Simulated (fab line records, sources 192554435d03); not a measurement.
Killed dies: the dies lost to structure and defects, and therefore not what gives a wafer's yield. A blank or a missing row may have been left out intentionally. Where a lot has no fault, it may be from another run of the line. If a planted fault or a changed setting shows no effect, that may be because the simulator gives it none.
The tool behind it: which one? || flow n5Finfet || Sampling: 10 lots, 27 wafers, 6 of 1938 route steps

== WHAT EACH GAUGE READ, for each wafer ==
N5_BEOL_M4_RC_MEAS_101.
{"lot": "L923", "measured": "day 7 15:56", "on": "prober-01", "DIBL_N (mV/V)": "40.9 39.8 36.5", "DIBL_P (mV/V)": "41.0 39.5 35.0", "IOFF_N (nA/um)": "0.27 0.23 0.16", "IOFF_P (nA/um)": "0.32 0.29 0.23", "ION_N (uA/um)": "695 695 669", "ION_P (uA/um)": "472 474 465", "SS_N (mV/dec)": "72.0 72.1 71.2", "SS_P (mV/dec)": "74.4 74.1 72.4", "VT_N (mV)": "240 245 252", "VT_P (mV)": "-242.9 -243.5 -247.3"}
{"lot": "L924", "measured": "day 8 20:15", "on": "prober-02", "DIBL_N (mV/V)": "36.7 34.7 39.2", "DIBL_P (mV/V)": "38.2 33.9 41.4", "IOFF_N (nA/um)": "0.19 0.14 0.25", "IOFF_P (nA/um)": "0.25 0.17 0.32", "ION_N (uA/um)": "675 666 693", "ION_P (uA/um)": "465 457 473", "SS_N (mV/dec)": "72.5 72.2 72.8", "SS_P (mV/dec)": "73.7 72.5 74.6", "VT_N (mV)": "248 250 242", "VT_P (mV)": "-248.4 -252.9 -245.7"}
{"lot": "L929", "measured": "day 9 23:12", "on": "prober-01", "DIBL_N (mV/V)": "35.3 32.9", "DIBL_P (mV/V)": "37.0 34.1", "IOFF_N (nA/um)": "0.15 0.11", "IOFF_P (nA/um)": "0.20 0.16", "ION_N (uA/um)": "675 668", "ION_P (uA/um)": "464 465", "SS_N (mV/dec)": "71.0 71.0", "SS_P (mV/dec)": "73.5 72.7", "VT_N (mV)": "249 255", "VT_P (mV)": "-252.4 -253.0"}
{"lot": "L932", "measured": "day 11 02:52", "on": "prober-01", "DIBL_N (mV/V)": "36.3 39.2", "DIBL_P (mV/V)": "36.1 39.5", "IOFF_N (nA/um)": "0.17 0.24", "IOFF_P (nA/um)": "0.20 0.26", "ION_N (uA/um)": "683 691", "ION_P (uA/um)": "464 459", "SS_N (mV/dec)": "71.6 72.2", "SS_P (mV/dec)": "73.7 74.0", "VT_N (mV)": "247 244", "VT_P (mV)": "-252.8 -249.3"}
{"lot": "L933", "measured": "day 11 04:00", "on": "prober-02", "DIBL_N (mV/V)": "39.6 34.5", "DIBL_P (mV/V)": "41.2 34.6", "IOFF_N (nA/um)": "0.25 0.15", "IOFF_P (nA/um)": "0.28 0.18", "ION_N (uA/um)": "696 671", "ION_P (uA/um)": "471 456", "SS_N (mV/dec)": "72.2 70.8", "SS_P (mV/dec)": "74.6 72.5", "VT_N (mV)": "244 248", "VT_P (mV)": "-248.5 -252.5"}
{"lot": "L935", "measured": "day 11 08:05", "on": "prober-01", "DIBL_N (mV/V)": "35.0 38.4 38.7", "DIBL_P (mV/V)": "33.1 38.1 39.4", "IOFF_N (nA/um)": "0.12 0.20 0.20", "IOFF_P (nA/um)": "0.16 0.23 0.25", "ION_N (uA/um)": "660 671 673", "ION_P (uA/um)": "450 455 459", "SS_N (mV/dec)": "70.9 72.2 71.8", "SS_P (mV/dec)": "73.1 73.1 74.1", "VT_N (mV)": "254 248 248", "VT_P (mV)": "-254.4 -248.3 -248.3"}
{"lot": "L936", "measured": "day 11 10:07", "on": "prober-01", "DIBL_N (mV/V)": "35.5 33.3 35.3", "DIBL_P (mV/V)": "34.8 33.1 34.6", "IOFF_N (nA/um)": "0.15 0.12 0.15", "IOFF_P (nA/um)": "0.20 0.18 0.19", "ION_N (uA/um)": "685 669 677", "ION_P (uA/um)": "470 456 462", "SS_N (mV/dec)": "71.1 70.8 70.9", "SS_P (mV/dec)": "72.8 72.4 72.5", "VT_N (mV)": "250 252 251", "VT_P (mV)": "-249.7 -249.3 -251.7"}
{"lot": "L944", "measured": "day 14 04:22", "on": "prober-01", "DIBL_N (mV/V)": "36.3 36.6 35.2", "DIBL_P (mV/V)": "34.9 36.3 33.6", "IOFF_N (nA/um)": "0.15 0.15 0.13", "IOFF_P (nA/um)": "0.20 0.22 0.17", "ION_N (uA/um)": "679 671 661", "ION_P (uA/um)": "465 459 450", "SS_N (mV/dec)": "71.5 70.9 71.0", "SS_P (mV/dec)": "73.1 73.6 71.9", "VT_N (mV)": "246 249 250", "VT_P (mV)": "-251.2 -251.9 -253.3"}
{"lot": "L945", "measured": "day 14 07:43", "on": "prober-02", "DIBL_N (mV/V)": "37.5 37.7 36.6", "DIBL_P (mV/V)": "39.3 39.7 38.0", "IOFF_N (nA/um)": "0.18 0.18 0.16", "IOFF_P (nA/um)": "0.24 0.25 0.23", "ION_N (uA/um)": "691 680 685", "ION_P (uA/um)": "475 471 474", "SS_N (mV/dec)": "71.0 72.0 71.1", "SS_P (mV/dec)": "73.8 74.1 73.4", "VT_N (mV)": "246 247 246", "VT_P (mV)": "-246.5 -247.2 -248.1"}
{"lot": "L946", "measured": "day 14 06:26", "on": "prober-01", "DIBL_N (mV/V)": "37.2 37.9 39.3", "DIBL_P (mV/V)": "37.1 36.6 38.0", "IOFF_N (nA/um)": "0.16 0.16 0.20", "IOFF_P (nA/um)": "0.21 0.21 0.25", "ION_N (uA/um)": "673 681 687", "ION_P (uA/um)": "457 461 464", "SS_N (mV/dec)": "71.4 72.1 72.2", "SS_P (mV/dec)": "73.4 74.0 73.7", "VT_N (mV)": "250 250 247", "VT_P (mV)": "-252.4 -252.9 -246.7"}

== WHAT TOOL EACH LOT RAN ON (gives the tool, then ch and the chambers of the sampled wafers, and finally the start) ==
{"lot": "L923", "N5_BEOL_M2_PECVD_72": "pecvd-03 ch 0,2, day 6 11:16", "N5_BEOL_M2_SPUTTER_86": "pvdSputter-02, day 6 16:22", "N5_BEOL_M2_ANNEAL_91": "pvdSputter-02, day 6 16:53", "N5_BEOL_M2_ANNEAL_95": "pvdSputter-02, day 6 17:20", "N5_BEOL_M2_CMP_52": "cmp-01 ch 0,1,2, day 6 17:58"}
{"lot": "L924", "N5_BEOL_M2_PECVD_72": "pecvd-04 ch 0,1,2, day 6 22:03", "N5_BEOL_M2_SPUTTER_86": "pvdSputter-02, day 7 04:19", "N5_BEOL_M2_ANNEAL_91": "pvdSputter-02, day 7 04:50", "N5_BEOL_M2_ANNEAL_95": "pvdSputter-02, day 7 05:17", "N5_BEOL_M2_CMP_52": "cmp-02 ch 0,1, day 7 05:56"}
{"lot": "L929", "N5_BEOL_M2_PECVD_72": "pecvd-04 ch 1, day 7 20:09", "N5_BEOL_M2_SPUTTER_86": "pvdSputter-03, day 8 19:52", "N5_BEOL_M2_ANNEAL_91": "pvdSputter-03, day 8 20:23", "N5_BEOL_M2_ANNEAL_95": "pvdSputter-03, day 8 20:49", "N5_BEOL_M2_CMP_52": "cmp-01 ch 0,1, day 8 21:29"}
{"lot": "L932", "N5_BEOL_M2_PECVD_72": "pecvd-04 ch 0,2, day 9 02:49", "N5_BEOL_M2_SPUTTER_86": "pvdSputter-01, day 9 16:20", "N5_BEOL_M2_ANNEAL_91": "pvdSputter-01, day 9 16:52", "N5_BEOL_M2_ANNEAL_95": "pvdSputter-01, day 9 17:18", "N5_BEOL_M2_CMP_52": "cmp-03 ch 1,3, day 9 18:03"}
{"lot": "L933", "N5_BEOL_M2_PECVD_72": "pecvd-04 ch 0, day 9 04:49", "N5_BEOL_M2_SPUTTER_86": "pvdSputter-03, day 9 17:12", "N5_BEOL_M2_ANNEAL_91": "pvdSputter-03, day 9 17:43", "N5_BEOL_M2_ANNEAL_95": "pvdSputter-03, day 9 18:10", "N5_BEOL_M2_CMP_52": "cmp-02 ch 2,3, day 9 18:52"}
{"lot": "L935", "N5_BEOL_M2_PECVD_72": "pecvd-02 ch 1,2, day 9 16:44", "N5_BEOL_M2_SPUTTER_86": "pvdSputter-01, day 10 01:38", "N5_BEOL_M2_ANNEAL_91": "pvdSputter-01, day 10 02:10", "N5_BEOL_M2_ANNEAL_95": "pvdSputter-01, day 10 02:36", "N5_BEOL_M2_CMP_52": "cmp-01 ch 0,1,2, day 10 03:40"}
{"lot": "L936", "N5_BEOL_M2_PECVD_72": "pecvd-02 ch 0,1, day 9 23:14", "N5_BEOL_M2_SPUTTER_86": "pvdSputter-01, day 10 05:19", "N5_BEOL_M2_ANNEAL_91": "pvdSputter-01, day 10 05:50", "N5_BEOL_M2_ANNEAL_95": "pvdSputter-01, day 10 06:16", "N5_BEOL_M2_CMP_52": "cmp-03 ch 1,3, day 10 06:54"}
{"lot": "L944", "N5_BEOL_M2_PECVD_72": "pecvd-04 ch 1,2, day 12 03:14", "N5_BEOL_M2_SPUTTER_86": "pvdSputter-03, day 12 13:26", "N5_BEOL_M2_ANNEAL_91": "pvdSputter-03, day 12 13:58", "N5_BEOL_M2_ANNEAL_95": "pvdSputter-03, day 12 14:24", "N5_BEOL_M2_CMP_52": "cmp-02 ch 0,2, day 12 15:02"}
{"lot": "L945", "N5_BEOL_M2_PECVD_72": "pecvd-04 ch 0,1, day 12 07:51", "N5_BEOL_M2_SPUTTER_86": "pvdSputter-03, day 12 15:17", "N5_BEOL_M2_ANNEAL_91": "pvdSputter-03, day 12 15:48", "N5_BEOL_M2_ANNEAL_95": "pvdSputter-03, day 12 16:14", "N5_BEOL_M2_CMP_52": "cmp-02 ch 0,2, day 12 16:53"}
{"lot": "L946", "N5_BEOL_M2_PECVD_72": "pecvd-04 ch 0,2, day 12 08:07", "N5_BEOL_M2_SPUTTER_86": "pvdSputter-03, day 12 17:31", "N5_BEOL_M2_ANNEAL_91": "pvdSputter-03, day 12 18:02", "N5_BEOL_M2_ANNEAL_95": "pvdSputter-03, day 12 18:29", "N5_BEOL_M2_CMP_52": "cmp-01 ch 0,1,2, day 12 19:09"}
- N5_BEOL_M2_PECVD_72: deposits SiO2 from TEOS/O2, target thk 16 nm, time 18 s.
- N5_BEOL_M2_SPUTTER_86: material Cu, target thk 4.5 nm, time 8.29 s.
- N5_BEOL_M2_ANNEAL_91: time 240 s.
- N5_BEOL_M2_ANNEAL_95: time 240 s.
- N5_BEOL_M2_CMP_52: polishes, stops on SiOC, t overpolish 6.8 s, target thk 40 nm.

== WHAT THE TOOLS THEMSELVES READ (means of the sampled wafers that have a number; where no wafer has one, the mark that the record gives instead) ==
N5_BEOL_M2_PECVD_72.
{"lot": "L923", "tool": "pecvd-03", "heaterPowerW (W)": 671, "showerheadPlenumPTorr (Torr)": 8.75, "throttleValvePct (%)": 22.2}
{"lot": "L924", "tool": "pecvd-04", "heaterPowerW (W)": 872, "showerheadPlenumPTorr (Torr)": 8.79, "throttleValvePct (%)": 23.6}
{"lot": "L929", "tool": "pecvd-04", "heaterPowerW (W)": 958, "showerheadPlenumPTorr (Torr)": 8.82, "throttleValvePct (%)": 24.9}
{"lot": "L932", "tool": "pecvd-04", "heaterPowerW (W)": 837, "showerheadPlenumPTorr (Torr)": 8.77, "throttleValvePct (%)": 22.9}
{"lot": "L933", "tool": "pecvd-04", "heaterPowerW (W)": 826, "showerheadPlenumPTorr (Torr)": 8.80, "throttleValvePct (%)": 23.2}
{"lot": "L935", "tool": "pecvd-02", "heaterPowerW (W)": 676, "showerheadPlenumPTorr (Torr)": 8.84, "throttleValvePct (%)": 22.2}
{"lot": "L936", "tool": "pecvd-02", "heaterPowerW (W)": 686, "showerheadPlenumPTorr (Torr)": 8.82, "throttleValvePct (%)": 22.2}
{"lot": "L944", "tool": "pecvd-04", "heaterPowerW (W)": 829, "showerheadPlenumPTorr (Torr)": 8.77, "throttleValvePct (%)": 22.6}
{"lot": "L945", "tool": "pecvd-04", "heaterPowerW (W)": 930, "showerheadPlenumPTorr (Torr)": 8.82, "throttleValvePct (%)": 24.5}
{"lot": "L946", "tool": "pecvd-04", "heaterPowerW (W)": 867, "showerheadPlenumPTorr (Torr)": 8.78, "throttleValvePct (%)": 22.8}

N5_BEOL_M2_SPUTTER_86.
{"lot": "L923", "tool": "pvdSputter-02", "chamberPressurePa (Pa)": 0.06989, "throttleValvePct (%)": 29.0}
{"lot": "L924", "tool": "pvdSputter-02", "chamberPressurePa (Pa)": 0.06995, "throttleValvePct (%)": 30.6}
{"lot": "L929", "tool": "pvdSputter-03", "chamberPressurePa (Pa)": 0.07011, "throttleValvePct (%)": 30.5}
{"lot": "L932", "tool": "pvdSputter-01", "chamberPressurePa (Pa)": 0.07001, "throttleValvePct (%)": 31.9}
{"lot": "L933", "tool": "pvdSputter-03", "chamberPressurePa (Pa)": 0.06976, "throttleValvePct (%)": 30.5}
{"lot": "L935", "tool": "pvdSputter-01", "chamberPressurePa (Pa)": 0.07001, "throttleValvePct (%)": 30.5}
{"lot": "L936", "tool": "pvdSputter-01", "chamberPressurePa (Pa)": 0.06988, "throttleValvePct (%)": 29.8}
{"lot": "L944", "tool": "pvdSputter-03", "chamberPressurePa (Pa)": 0.06998, "throttleValvePct (%)": 30.6}
{"lot": "L945", "tool": "pvdSputter-03", "chamberPressurePa (Pa)": 0.06990, "throttleValvePct (%)": 30.2}
{"lot": "L946", "tool": "pvdSputter-03", "chamberPressurePa (Pa)": 0.06998, "throttleValvePct (%)": 30.4}

N5_BEOL_M2_ANNEAL_91.
{"lot": "L923", "tool": "pvdSputter-02", "heaterPowerW (W)": 909}
{"lot": "L924", "tool": "pvdSputter-02", "heaterPowerW (W)": 857}
{"lot": "L929", "tool": "pvdSputter-03", "heaterPowerW (W)": 892}
{"lot": "L932", "tool": "pvdSputter-01", "heaterPowerW (W)": 894}
{"lot": "L933", "tool": "pvdSputter-03", "heaterPowerW (W)": 880}
{"lot": "L935", "tool": "pvdSputter-01", "heaterPowerW (W)": 858}
{"lot": "L936", "tool": "pvdSputter-01", "heaterPowerW (W)": 830}
{"lot": "L944", "tool": "pvdSputter-03", "heaterPowerW (W)": 882}
{"lot": "L945", "tool": "pvdSputter-03", "heaterPowerW (W)": 873}
{"lot": "L946", "tool": "pvdSputter-03", "heaterPowerW (W)": 861}

N5_BEOL_M2_ANNEAL_95.
{"lot": "L923", "tool": "pvdSputter-02", "heaterPowerW (W)": 913}
{"lot": "L924", "tool": "pvdSputter-02", "heaterPowerW (W)": 863}
{"lot": "L929", "tool": "pvdSputter-03", "heaterPowerW (W)": 872}
{"lot": "L932", "tool": "pvdSputter-01", "heaterPowerW (W)": 894}
{"lot": "L933", "tool": "pvdSputter-03", "heaterPowerW (W)": 889}
{"lot": "L935", "tool": "pvdSputter-01", "heaterPowerW (W)": 852}
{"lot": "L936", "tool": "pvdSputter-01", "heaterPowerW (W)": 826}
{"lot": "L944", "tool": "pvdSputter-03", "heaterPowerW (W)": 883}
{"lot": "L945", "tool": "pvdSputter-03", "heaterPowerW (W)": 880}
{"lot": "L946", "tool": "pvdSputter-03", "heaterPowerW (W)": 864}

N5_BEOL_M2_CMP_52.
{"lot": "L923", "tool": "cmp-01", "barrierFieldEndpointS (s)": 25.2, "motorCurrentA (A)": 6.2}
{"lot": "L924", "tool": "cmp-02", "barrierFieldEndpointS (s)": 24.0, "motorCurrentA (A)": 5.4}
{"lot": "L929", "tool": "cmp-01", "barrierFieldEndpointS (s)": 19.1, "motorCurrentA (A)": 5.8}
{"lot": "L932", "tool": "cmp-03", "barrierFieldEndpointS (s)": 18.3, "motorCurrentA (A)": 5.5}
{"lot": "L933", "tool": "cmp-02", "barrierFieldEndpointS (s)": 18.9, "motorCurrentA (A)": 5.4}
{"lot": "L935", "tool": "cmp-01", "barrierFieldEndpointS (s)": 24.1, "motorCurrentA (A)": 6.2}
{"lot": "L936", "tool": "cmp-03", "barrierFieldEndpointS (s)": 24.2, "motorCurrentA (A)": 5.5}
{"lot": "L944", "tool": "cmp-02", "barrierFieldEndpointS (s)": 25.2, "motorCurrentA (A)": 5.7}
{"lot": "L945", "tool": "cmp-02", "barrierFieldEndpointS (s)": 24.9, "motorCurrentA (A)": 5.8}
{"lot": "L946", "tool": "cmp-01", "barrierFieldEndpointS (s)": 23.8, "motorCurrentA (A)": 6.3}

== THE ANSWER, worked out from the rows above alone ==
Rule: usual is defined by the lots themselves. The widest of any qualifying gaps counts: lots, ordered by their means at a reading, are off when they make up no more than a third of the lots, leave a main group of 4 or more, and stand apart from it by 3 or more times the standard deviation of that group's means. A main group whose means are all the same, to the digits that the tables above print for the reading, isn't used. Also off: a lot with no number at a reading for which 4 or more lots have one. Where the step has rows for the other lots, those lots are counted as sound. Order of review: gauges by route order, followed by the tools' own readings, for which a lot's mean as printed above is used. At the first step where some lot is off, the reading lying furthest off is the one used; lots without a number count as furthest.
Off: L929, L932, L933, at N5_BEOL_M2_CMP_52 (barrierFieldEndpointS). Main group: mean 24.5 s, sd 0.55.
A tool fits if, at that step or a process step before it, it ran every lot that is off, and no sound lot after the first of them. No candidate that was tried fits.

== WHAT WAS PUT IN BY THE SIMULATOR ==
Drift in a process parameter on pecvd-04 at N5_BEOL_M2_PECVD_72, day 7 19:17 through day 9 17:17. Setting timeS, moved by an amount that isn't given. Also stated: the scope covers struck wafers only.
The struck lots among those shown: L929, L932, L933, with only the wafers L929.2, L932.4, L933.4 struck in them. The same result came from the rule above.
